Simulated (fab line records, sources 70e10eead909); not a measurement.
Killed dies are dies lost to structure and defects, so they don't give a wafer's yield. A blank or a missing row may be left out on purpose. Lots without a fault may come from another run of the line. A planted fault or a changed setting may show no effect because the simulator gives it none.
fab line records | flow nand_harc
record lots=12 wafers=36 last_day=33
route steps=1302 shown P_GATE@170 END@1302
lots that met no fault: from a run of the same line without faults
start_h: hours from the record's first day to the start of the lot's first wafer shown | wait_h: hours since the lot's step before | " the same as in the row above | L1.1+2: a row that stands for several wafers | - no value, or no start given | * or withheld: withheld | < > ~ a bound
route shown NAME@n: a module of which the file shows steps, and the number in the route of the first | usual: mean/standard deviation of fault-free wafers | same: alike in all rows | chamber/n: place in a boat | sites: the reading at each site | _std_site: their standard deviation | _edge_site: outer sites' mean less inner sites' | radius_mm: how far each site lies from the wafer's centre | mask NAME#n: copy n | behind: the tool/chamber that last shaped the wafer | hold: why the lot was held/for how many hours/how that ended | device: the transistor (n, p or np) that didn't switch | end of line: the same wafers' tests at the end of the route | a step without rows: its recipe alone | killed: dies lost to structure and defects at the first sort, not the wafer's yield | map: a wafer's dies, x killed, . not, _ none there
set.NAME: the setting as run; set.NAME@STEP: as run at that earlier step | model.NAME: the simulator's own value behind a step, which no gauge read
steps of the route over a sample of lots; a table a step, a row a wafer
services: from which hour (start_h, from the record's first day; less than 0 if before it) a tool's chamber was out of use, for how many hours, and why
## steps
# step NHARC_P_GATE_CD_MEAS_46
# recipe target_cd_nm=720 landing_energy_ev=500
# usual cd_nm=720.3/1.3
# columns lot.wafer tool chamber start_h wait_h cd_nm
L638.3 cd_sem-02 0 125.02 - 722.6
L638.5 " 0 " " 722.1
L638.6 " 0 " " 720.9
L641.1 cd_sem-01 0 151.16 - 719.0
L641.2 " 0 " " 721.2
L641.3 " 0 " " 721.3
L642.1 cd_sem-02 0 158.86 - 721.0
L642.3 " 0 " " 721.5
L642.4 " 0 " " 718.9
L644.2 cd_sem-03 0 177.78 - 720.6
L644.3 " 0 " " 719.6
L644.5 " 0 " " 721.0
L645.1 cd_sem-03 0 190.47 - 721.9
L645.2 " 0 " " 718.8
L645.5 " 0 " " 721.7
L646.2 cd_sem-02 0 197.81 - 720.8
L646.4 " 0 " " 719.4
L646.5 " 0 " " 720.7
L647.2 cd_sem-02 0 211.78 - 720.3
L647.4 " 0 " " 721.2
L647.6 " 0 " " 720.8
L649.3 cd_sem-03 0 229.29 - 718.6
L649.4 " 0 " " 719.9
L649.6 " 0 " " 718.5
L653.2 cd_sem-03 0 270.71 - 718.2
L653.3 " 0 " " 719.6
L653.5 " 0 " " 718.8
L654.3 cd_sem-01 0 271.73 - 721.4
L654.4 " 0 " " 720.4
L654.6 " 0 " " 718.9
L655.4 cd_sem-03 0 292.77 - 719.9
L655.5 " 0 " " 720.4
L655.6 " 0 " " 719.0
L660.1 cd_sem-02 0 339.98 - 717.9
L660.2 " 0 " " 718.2
L660.5 " 0 " " 717.7
# step NHARC_P_GATE_EXPOSE_88
# recipe na=0.6 target_cd_nm=2000 dose_mj=11.87 mask_id=P_HVN
# usual focus_offset_nm=-0.1/0.52
# same na=0.6
# columns lot.wafer tool chamber start_h wait_h mask focus_offset_nm
L638.3 krf_scanner-03 0 128.08 - P_HVN#0 0.1
L638.5 " 0 " " P_HVN#0 -0.3
L638.6 " 0 " " P_HVN#0 0.0
L641.1 krf_scanner-04 0 154.74 - P_HVN#0 0.1
L641.2 " 0 " " P_HVN#0 0.2
L641.3 " 0 " " P_HVN#0 0.2
L642.1 krf_scanner-04 0 161.93 - P_HVN#0 -0.7
L642.3 " 0 " " P_HVN#0 0.1
L642.4 " 0 " " P_HVN#0 0.1
L644.2 krf_scanner-04 0 181.01 - P_HVN#0 -0.4
L644.3 " 0 " " P_HVN#0 0.8
L644.5 " 0 " " P_HVN#0 0.5
L645.1 krf_scanner-02 0 193.78 - P_HVN#0 0.1
L645.2 " 0 " " P_HVN#0 0.1
L645.5 " 0 " " P_HVN#0 -0.4
L646.2 krf_scanner-02 0 200.99 - P_HVN#0 0.1
L646.4 " 0 " " P_HVN#0 0.5
L646.5 " 0 " " P_HVN#0 0.1
L647.2 krf_scanner-02 0 215.05 - P_HVN#0 0.1
L647.4 " 0 " " P_HVN#0 0.0
L647.6 " 0 " " P_HVN#0 0.6
L649.3 krf_scanner-02 0 232.36 - P_HVN_R1#0 0.1
L649.4 " 0 " " P_HVN_R1#0 0.0
L649.6 " 0 " " P_HVN_R1#0 0.5
L653.2 krf_scanner-04 0 273.90 - P_HVN#0 0.5
L653.3 " 0 " " P_HVN#0 0.9
L653.5 " 0 " " P_HVN#0 0.0
L654.3 krf_scanner-03 0 274.91 - P_HVN#0 0.4
L654.4 " 0 " " P_HVN#0 -0.1
L654.6 " 0 " " P_HVN#0 0.5
L655.4 krf_scanner-03 0 307.71 - P_HVN#0 0.5
L655.5 " 0 " " P_HVN#0 0.3
L655.6 " 0 " " P_HVN#0 -0.1
L660.1 krf_scanner-03 0 343.30 - P_HVN#0 -0.8
L660.2 " 0 " " P_HVN#0 -1.0
L660.5 " 0 " " P_HVN#0 -0.5
# step NHARC_P_GATE_CD_MEAS_91
# recipe target_cd_nm=2000 landing_energy_ev=500
# usual cd_nm=2001.0/1.3
# columns lot.wafer tool chamber start_h wait_h cd_nm
L638.3 cd_sem-03 0 128.23 - 2000.5
L638.5 " 0 " " 2002.2
L638.6 " 0 " " 2000.6
L641.1 cd_sem-03 0 154.89 - 1999.7
L641.2 " 0 " " 1999.2
L641.3 " 0 " " 1999.8
L642.1 cd_sem-03 0 162.09 - 2001.5
L642.3 " 0 " " 2005.0
L642.4 " 0 " " 2001.1
L644.2 cd_sem-01 0 181.16 - 2001.3
L644.3 " 0 " " 2001.4
L644.5 " 0 " " 2001.7
L645.1 cd_sem-03 0 193.94 - 2000.9
L645.2 " 0 " " 2000.9
L645.5 " 0 " " 2004.5
L646.2 cd_sem-03 0 201.14 - 2002.1
L646.4 " 0 " " 2002.2
L646.5 " 0 " " 2001.2
L647.2 cd_sem-01 0 215.20 - 1999.8
L647.4 " 0 " " 2000.7
L647.6 " 0 " " 2000.4
L649.3 cd_sem-02 0 232.51 - 2395.0
L649.4 " 0 " " 2393.3
L649.6 " 0 " " 2394.4
L653.2 cd_sem-01 0 274.05 - 2001.3
L653.3 " 0 " " 2002.9
L653.5 " 0 " " 2002.0
L654.3 cd_sem-03 0 275.07 - 2000.3
L654.4 " 0 " " 2000.5
L654.6 " 0 " " 2002.7
L655.4 cd_sem-02 0 307.86 - 2001.5
L655.5 " 0 " " 1999.9
L655.6 " 0 " " 2002.3
L660.1 cd_sem-02 0 343.46 - 2000.1
L660.2 " 0 " " 1999.9
L660.5 " 0 " " 2001.7
# step NHARC_P_GATE_DEGAS_109
# recipe temp_c=300 time_s=60
# usual heater_power_w=443/22
# columns lot.wafer tool chamber start_h wait_h heater_power_w
L638.3 pvd_sputter-02 - 138.25 0.1 441
L638.5 " - " " 461
L638.6 " - " " 446
L641.1 pvd_sputter-01 - 157.01 0.1 444
L641.3 " - " " 420
L641.2 " - " " 430
L642.1 pvd_sputter-01 - 164.28 0.1 441
L642.3 " - " " 413
L642.4 " - " " 410
L644.3 pvd_sputter-01 - 183.32 0.1 446
L644.2 " - " " 417
L644.5 " - " " 415
L645.2 pvd_sputter-03 - 196.05 0.1 457
L645.1 " - " " 435
L645.5 " - " " 443
L646.4 pvd_sputter-02 - 203.31 0.1 449
L646.2 " - " " 470
L646.5 " - " " 469
L647.2 pvd_sputter-02 - 217.32 0.1 455
L647.4 " - " " 473
L647.6 " - " " 449
L649.3 pvd_sputter-03 - 234.62 0.1 465
L649.4 " - " " 430
L649.6 " - " " 472
L653.2 pvd_sputter-02 - 276.18 0.1 454
L653.3 " - " " 449
L653.5 " - " " 444
L654.4 pvd_sputter-03 - 277.19 0.1 423
L654.3 " - " " 410
L654.6 " - " " 464
L655.4 pvd_sputter-01 - 310.08 0.2 472
L655.5 " - " " 410
L655.6 " - " " 446
L660.1 pvd_sputter-01 - 345.56 0.1 414
L660.2 " - " " 399
L660.5 " - " " 416
# step NHARC_P_GATE_RTA_82
# recipe temp_c=450 time_s=30
# usual lamp_power_pct=4.07/0.16 lamp_zone_2_pct=4.07/0.16 lamp_zone_5_pct=4.09/0.16 wafer_temp_C_max=451.5/0.58
# columns lot.wafer tool chamber start_h wait_h lamp_power_pct lamp_zone_2_pct lamp_zone_5_pct wafer_temp_C_max
L638.3 rtp_anneal-01 0 139.21 - 3.85 3.85 3.86 451.9
L638.5 " 0 " " 3.85 3.85 3.87 452.5
L638.6 " 0 " " 3.84 3.84 3.86 451.9
L641.1 rtp_anneal-01 0 157.78 - 3.84 3.85 3.87 451.8
L641.2 " 0 " " 3.84 3.85 3.86 451.9
L641.3 " 0 " " 3.84 3.85 3.85 452.1
L642.1 rtp_anneal-01 0 165.16 - 3.84 3.85 3.85 452.7
L642.3 " 0 " " 3.84 3.85 3.86 452.2
L642.4 " 0 " " 3.85 3.84 3.86 452.1
L644.2 rtp_anneal-02 0 184.17 - 4.18 4.19 4.20 451.2
L644.3 " 0 " " 4.19 4.18 4.20 451.5
L644.5 " 0 " " 4.18 4.18 4.20 451.0
L645.1 rtp_anneal-02 0 196.80 - 4.18 4.18 4.20 451.1
L645.2 " 0 " " 4.18 4.19 4.20 450.9
L645.5 " 0 " " 4.18 4.18 4.20 450.9
L646.2 rtp_anneal-02 0 204.09 - 4.19 4.18 4.20 451.6
L646.4 " 0 " " 4.18 4.19 4.20 452.0
L646.5 " 0 " " 4.18 4.19 4.21 451.2
L647.2 rtp_anneal-02 0 218.11 - 4.18 4.19 4.20 451.0
L647.4 " 0 " " 4.19 4.18 4.21 451.2
L647.6 " 0 " " 4.18 4.19 4.20 451.4
L649.3 rtp_anneal-02 0 235.44 - 4.19 4.19 4.20 450.6
L649.4 " 0 " " 4.18 4.19 4.20 450.9
L649.6 " 0 " " 4.18 4.18 4.20 451.5
L653.2 rtp_anneal-01 0 276.96 - 3.84 3.85 3.86 452.2
L653.3 " 0 " " 3.85 3.84 3.86 452.5
L653.5 " 0 " " 3.85 3.84 3.87 452.0
L654.3 rtp_anneal-01 0 277.99 - 3.85 3.84 3.86 452.0
L654.4 " 0 " " 3.84 3.84 3.86 451.8
L654.6 " 0 " " 3.85 3.84 3.86 452.2
L655.4 rtp_anneal-02 0 310.91 - 4.19 4.19 4.21 451.4
L655.5 " 0 " " 4.18 4.19 4.20 451.8
L655.6 " 0 " " 4.19 4.19 4.20 451.5
L660.1 rtp_anneal-01 0 346.32 - 3.85 3.85 3.86 451.9
L660.2 " 0 " " 3.85 3.84 3.86 451.7
L660.5 " 0 " " 3.84 3.85 3.86 452.0
# step NHARC_END_SORT_01
# recipe temp_c=25
# usual killed_at_array=58/20 killed_at_other=0.9/1.4 killed_at_periphery=4/3.1 killed_dies=63/20 killed_open=3.3/1.8 killed_short=2.4/1.5
# same gross_dies=677
# columns lot.wafer tool chamber start_h wait_h killed_at_array killed_at_other killed_at_periphery killed_dies killed_open killed_short
L649.3 prober-02 0 689.32 3.1 51 1 459 511 5 3
L649.4 prober-02 0 690.11 3.4 69 1 463 533 4 4
L649.6 prober-02 0 691.71 4.0 72 1 446 519 6 4
# killed by level:class
L649.3 P_GATE:area_expose=455 A_CHANNEL_HOLE_D1:chamber_film_flake=25 A_CHANNEL_HOLE_D2:chamber_film_flake=10 A_SLIT:chamber_film_flake=3 A_CHANNEL_FILL_D2:geometric_particle:open=2 P_BONDPAD:chamber_film_flake=2 A_STAIRCASE:chamber_film_flake=2 A_WL_FILL:chamber_film_flake=2
L649.4 P_GATE:area_expose=460 A_CHANNEL_HOLE_D1:chamber_film_flake=32 A_CHANNEL_HOLE_D2:chamber_film_flake=19 P_BONDPAD:chamber_film_flake=3 A_STAIRCASE:chamber_film_flake=3 A_SLIT:chamber_film_flake=3 A_ZERO_WELL:chamber_film_flake=2 A_CHANNEL_FILL_D1:geometric_particle:short=1
L649.6 P_GATE:area_expose=439 A_CHANNEL_HOLE_D1:chamber_film_flake=36 A_CHANNEL_HOLE_D2:chamber_film_flake=23 P_BONDPAD:chamber_film_flake=4 A_CHANNEL_FILL_D1:geometric_particle:open=2 P_CONTACT:geometric_particle:open=1 A_ONON_D1:geometric_particle:short=1 A_CHANNEL_HOLE_D1:geometric_particle:short=1
## services
# columns tool chamber start_h hours kind
krf_scanner-02 - 104.96 2.1 repair
krf_scanner-04 - 105.59 1.2 repair
krf_scanner-02 - 109.71 1.2 repair
pvd_sputter-03 - 131.11 8.2 repair
krf_scanner-03 0 137.49 - calibration
pvd_sputter-01 - 142.74 2.1 repair
pvd_sputter-03 - 146.39 2.0 repair
krf_scanner-02 - 184.08 0.9 repair
krf_scanner-04 - 189.73 4.0 pm
pvd_sputter-03 - 196.72 10.0 pm
krf_scanner-03 - 224.00 4.0 pm
pvd_sputter-01 - 227.30 10.0 pm
pvd_sputter-01 - 251.77 2.6 repair
pvd_sputter-02 - 262.96 3.1 repair
krf_scanner-02 - 266.00 4.0 pm
krf_scanner-04 - 269.24 0.5 repair
krf_scanner-02 - 275.47 0.5 repair
pvd_sputter-02 - 282.00 10.0 pm
krf_scanner-04 - 289.92 2.6 repair
pvd_sputter-02 - 297.71 3.8 repair
pvd_sputter-03 - 306.01 0.7 repair
krf_scanner-02 - 317.66 0.2 repair
krf_scanner-02 - 324.72 0.4 repair
krf_scanner-04 - 335.24 0.1 repair
## key
first_sign step=NHARC_P_GATE_EXPOSE_88 reading=mask direction=changed
effect step=NHARC_P_GATE_CD_MEAS_91 reading=cd_nm direction=up sigmas=99+ usual=2001.0 struck=2394.2
effect step=NHARC_END_SORT_01 reading=killed_at_periphery direction=up sigmas=99+ usual=4 struck=456
more_kills_born_at NHARC_P_GATE_EXPOSE_88@krf_scanner-02=1354
met_at NHARC_P_GATE_EXPOSE_88
struck_lots L649
later_rows_left_out L649.3,L649.4,L649.6
tester_left_out L649
not_acting_at NHARC_P_GATE_CD_MEAS_46,NHARC_P_GATE_DEGAS_109,NHARC_P_GATE_RTA_82
onset_between 215.05 232.36
fault kind=wrong_mask tool=any chamber=- onset_h=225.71 steps=NHARC_P_GATE_EXPOSE_88 aux_copy=P_HVN_R1#0 cd_offset_nm=393.05 scope=struck_lots_only
# tester_left_out: of these lots the tester's yield and bins aren't shown, on N5 and GAA mostly nor the transistor test; their killed dies are dies lost to structure and defects alone, not to doping, threshold or leakage, so they don't give the yield
# later_rows_left_out: the simulator's readings of these wafers behind a module that went badly wrong aren't trusted and aren't shown, but for the sort
